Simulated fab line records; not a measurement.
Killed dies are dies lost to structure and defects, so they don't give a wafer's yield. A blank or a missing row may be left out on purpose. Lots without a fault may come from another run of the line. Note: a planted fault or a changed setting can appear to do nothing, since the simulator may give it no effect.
Matching of chambers + flow n5 finfet + N5_BEOL_M12_TRENCH_ETCH_34 on rie diel-04: 4 sister chambers
The step etches SiOC in C4F8/O2/Ar, target depth 318.95 nm, time 125.5 s. 8 wafers are shown with their chamber, then 12 later ones without.

== WAFERS WITH THEIR CHAMBER ==
| wafer  | chamber | drypump motor current A (A) | showerhead plenum p Torr (Torr) |
|--------|---------|-----------------------------|---------------------------------|
| L083.1 | 1       | 6.4                         | 3.48                            |
| L085.2 | 3       | 5.8                         | 3.41                            |
| L085.6 | 0       | 5.7                         | 3.57                            |
| L089.1 | 3       | 5.8                         | 3.40                            |
| L089.4 | 1       | 6.4                         | 3.47                            |
| L092.2 | 2       | 5.7                         | 3.32                            |
| L092.5 | 2       | 5.8                         | 3.32                            |
| L092.6 | 0       | 5.7                         | 3.56                            |

== WAFERS WITH NO CHAMBER GIVEN ==
| wafer  | drypump motor current A (A) | showerhead plenum p Torr (Torr) |
|--------|-----------------------------|---------------------------------|
| L093.1 | 5.8                         | 3.40                            |
| L093.4 | 6.4                         | 3.47                            |
| L093.5 | 5.8                         | 3.40                            |
| L095.2 | 6.4                         | 3.47                            |
| L095.3 | 5.8                         | 3.40                            |
| L095.5 | 5.8                         | 3.32                            |
| L094.1 | 5.7                         | 3.55                            |
| L094.5 | 5.8                         | 3.40                            |
| L094.6 | 5.7                         | 3.55                            |
| L097.1 | 5.7                         | 3.54                            |
| L097.2 | 6.4                         | 3.46                            |
| L097.3 | 5.8                         | 3.31                            |

== WHICH CHAMBER EACH WENT THROUGH ==
| wafer  | from the rows above | in truth |
|--------|---------------------|----------|
| L093.1 | 3                   | 3        |
| L093.4 | 1                   | 1        |
| L093.5 | 3                   | 3        |
| L095.2 | 1                   | 1        |
| L095.3 | 3                   | 3        |
| L095.5 | 2                   | 2        |
| L094.1 | 0                   | 0        |
| L094.5 | 3                   | 3        |
| L094.6 | 0                   | 0        |
| L097.1 | 0                   | 0        |
| L097.2 | 1                   | 1        |
| L097.3 | 2                   | 2        |
12 of 12 placed correctly. Number that these rows cannot place: 0. Number placed wrongly: 0.
How it was worked out, from the rows above alone: a wafer's distance from a chamber is the root of the sum, over the readings, of the square of ((its reading less the chamber's mean) divided by the reading's scatter). If the next closest chamber is less than 2 further off than the closest, the wafer can't be placed; otherwise it belongs to the closest. Each chamber's mean is taken over the wafers shown for it. The scatter: the root of (the sum of the squares of (reading less its chamber's mean) over the shown wafers, divided by (wafers less chambers)).
